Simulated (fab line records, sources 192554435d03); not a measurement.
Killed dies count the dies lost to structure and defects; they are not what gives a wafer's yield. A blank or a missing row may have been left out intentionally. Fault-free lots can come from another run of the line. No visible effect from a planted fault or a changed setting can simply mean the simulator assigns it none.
Problem report in the 8D (eight disciplines) form, filled by code | flow n5 finfet | the parts of the form that need people (team, actions taken, sign-off) are left out

1. WHAT IS WRONG
At N5_BEOL_M8_OCD_MEAS_38, trench depth nm averages 73.6 nm over 2 wafers from 2 lots, while fault-free wafers read 94.5 nm, standard deviation 1.8. Relative to the usual mean, that is a shift of -12 standard deviations.
First seen on wafer L334.4, day 13 21:38, on ocd-02. The record holds 10 wafers of 4 lots with a number at this step. The rule behind "out" and "out of limits": a value lying over 4 standard deviations away from the usual mean. The other wafers with a number count as sound.

2. WHAT IT IS AND WHAT IT IS NOT
question                    | is                | is not
which readings at this step | trench depth nm   | -
which lots                  | L334, L338        | L325, L343
which wafers of those lots  | L334.4, L338.3    | L334.5, L338.6
read on which gauges        | ocd-02            | ocd-01
when                        | from day 13 21:38 | up to then (4 sound wafers); but 4 sound wafers of L338, L343 came after

3. SUSPECTS, AND WHAT RULES EACH OUT
Counting: a tool at a process step up to the reading stays a suspect if it ran every lot that is out. Sound lots after the first of them don't rule it out here, since some wafers of a struck lot are sound.
- ruled out: the gauge at N5_BEOL_M8_OCD_MEAS_38. All the wafers that are out were read on ocd-02, but those of them that N5_BEOL_M8_TRENCH_ETCH_37 has rows for are out there too, on other tools.
- rie diel-05 at N5_BEOL_M8_TRENCH_ETCH_37 (etches SiCOH lowk in C4F6/O2, target depth 93.478 nm, time 31.2 s): kept. Ran every lot that is out, first one L334 (day 13 21:30); last sound lot up to then L325 (day 12 07:35). On those wafers its own readings are out: run length s.
- Within rie diel-05 at N5_BEOL_M8_TRENCH_ETCH_37: the wafers that are out ran in chambers 0, 1; their sound lot-mates ran in chamber 2.
After counting, what remains is rie diel-05 at N5_BEOL_M8_TRENCH_ETCH_37.

4. THE CAUSE (what the simulator had put in)
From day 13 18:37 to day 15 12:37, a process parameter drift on rie diel-05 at N5_BEOL_M8_TRENCH_ETCH_37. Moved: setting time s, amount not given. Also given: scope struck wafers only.
Counting left only this tool.

5. THE CHAIN OF EFFECTS, in route order
One row per reading whose mean, taken over the struck wafers that have a number, lies over 3 standard deviations from the usual. Scope: only readings with a usual standard deviation given in the record; hours: median across lots of the time from each lot's start at the first step in this table that gives one to its start at this step; sigmas: change in usual standard deviations.
hours | step                      | reading          | usual        | on struck wafers | change | sigmas
0     | N5_BEOL_M8_TRENCH_ETCH_37 | run length s     | 54.5 s       | 48.1             | -6.4   | -17
0     | N5_BEOL_M8_OCD_MEAS_38    | trench depth nm  | 94.5 nm      | 73.6             | -20.9  | -12
3     | N5_BEOL_M8_THK_MEAS_53    | M8_THK           | 80.9 nm      | 59.3             | -21.6  | -10
3     | N5_BEOL_M8_RS_MEAS_57     | M8_RS            | 0.282 ohm/sq | 0.409            | +0.127 | +15
53    | N5_BEOL_M15_RC_MEAS_101   | SERP_M8          | 13.5 ohm/um  | 19.8             | +6.2   | +9.8
53    | N5_BEOL_M15_RC_MEAS_101   | SERP_M8_max_site | 14.1 ohm/um  | 20.8             | +6.7   | +9.9
66    | N5_PASSIVATION_PROBE_49   | killed_at_M4_up  | 16           | 35               | +19    | +3.2
Here are the process steps it includes:
- N5_BEOL_M8_TRENCH_ETCH_37: etches SiCOH lowk in C4F6/O2, target depth 93.478 nm, time 31.2 s.
- N5_PASSIVATION_PROBE_49

6. HOW IT WOULD HAVE BEEN CAUGHT EARLIER
The first out-of-limits reading at a measuring or inspecting step in this record came at day 13 21:38, 3 hours after the fault's start at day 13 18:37.
The tool's own readings at N5_BEOL_M8_TRENCH_ETCH_37 were out on every struck wafer that the step has a row for (run length s): an alarm limit on them would have fired on the first of those.
Of the lots that are out (2), L338 began N5_BEOL_M8_TRENCH_ETCH_37 on rie diel-05 after day 13 21:38. A hold on the tool at that time would have spared it.
